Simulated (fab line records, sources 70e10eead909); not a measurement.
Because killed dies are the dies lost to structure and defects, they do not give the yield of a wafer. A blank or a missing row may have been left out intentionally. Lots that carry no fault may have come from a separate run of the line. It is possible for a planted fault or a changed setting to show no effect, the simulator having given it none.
Which of the tools did it? | flow nandHarc | 36 wafers from 12 lots sampled at 2 of the route's 1302 steps

WHAT THE GAUGES READ, wafer by wafer
NHARC_A_BONDPAD_CD_MEAS_09 targets a cd of 500 nm.
lot  | measured     | on       | cdNm (nm)
L075 | day 23 13:44 | cdSem-03 | 497.7 500.6 501.8
L076 | day 24 07:03 | cdSem-02 | 499.6 498.9 499.0
L079 | day 25 09:25 | cdSem-03 | 498.2 499.9 498.3
L083 | day 26 15:38 | cdSem-02 | 503.0 503.3 501.2
L081 | day 26 16:58 | cdSem-01 | 497.3 496.0 502.3
L086 | day 27 15:32 | cdSem-03 | 503.0 501.7 496.5
L087 | day 28 05:05 | cdSem-01 | 502.1 501.8 500.6
L088 | day 29 04:31 | cdSem-01 | 496.2 498.0 493.0
L090 | day 29 23:17 | cdSem-03 | 499.2 499.7 499.9
L093 | day 31 00:10 | cdSem-01 | 494.4 499.2 498.3
L095 | day 31 22:25 | cdSem-03 | 497.6 495.5 497.8
L097 | day 33 04:34 | cdSem-02 | 503.1 505.4 504.2

WHAT TOOL EACH LOT RAN ON (gives the tool, then ch and the chambers of the sampled wafers, and finally the start)
lot  | NHARC_A_M1_PRE_CLEAN_32
L075 | pecvd-03 ch 1,2, day 23 11:53
L076 | pecvd-01 ch 0,1,2, day 24 05:11
L079 | pecvd-01 ch 0,1,2, day 25 07:33
L083 | pecvd-01 ch 0,1, day 26 13:47
L081 | pecvd-03 ch 1,2, day 26 15:06
L086 | pecvd-01 ch 0,1,2, day 27 13:38
L087 | pecvd-03 ch 0,1,2, day 28 03:21
L088 | pecvd-04 ch 0,1,2, day 29 02:49
L090 | pecvd-03 ch 0,1,2, day 29 21:26
L093 | pecvd-03 ch 0,1,2, day 30 22:27
L095 | pecvd-04 ch 0,2, day 31 20:34
L097 | pecvd-03 ch 0,1,2, day 33 02:43
- NHARC_A_M1_PRE_CLEAN_32: time 12 s.

THE ANSWER, worked out from the rows above alone
Rule: the lots themselves supply what counts as usual. Put in order of their means at a reading, lots are off if they are a third of the lots or fewer, leave a main group of 4 or more, and stand apart from it by a gap of 3 or more times the standard deviation of the main group's means; of several such gaps the widest counts. Not used: any main group whose means are identical at the precision the tables above print for the reading. A lot without any number at a reading at which 4 lots or more have one is off too. Where the step has rows for the other lots, those lots are counted as sound.
Across all readings shown, no lot is off: no conclusion can be drawn from this.

WHAT THE SIMULATOR PUT IN
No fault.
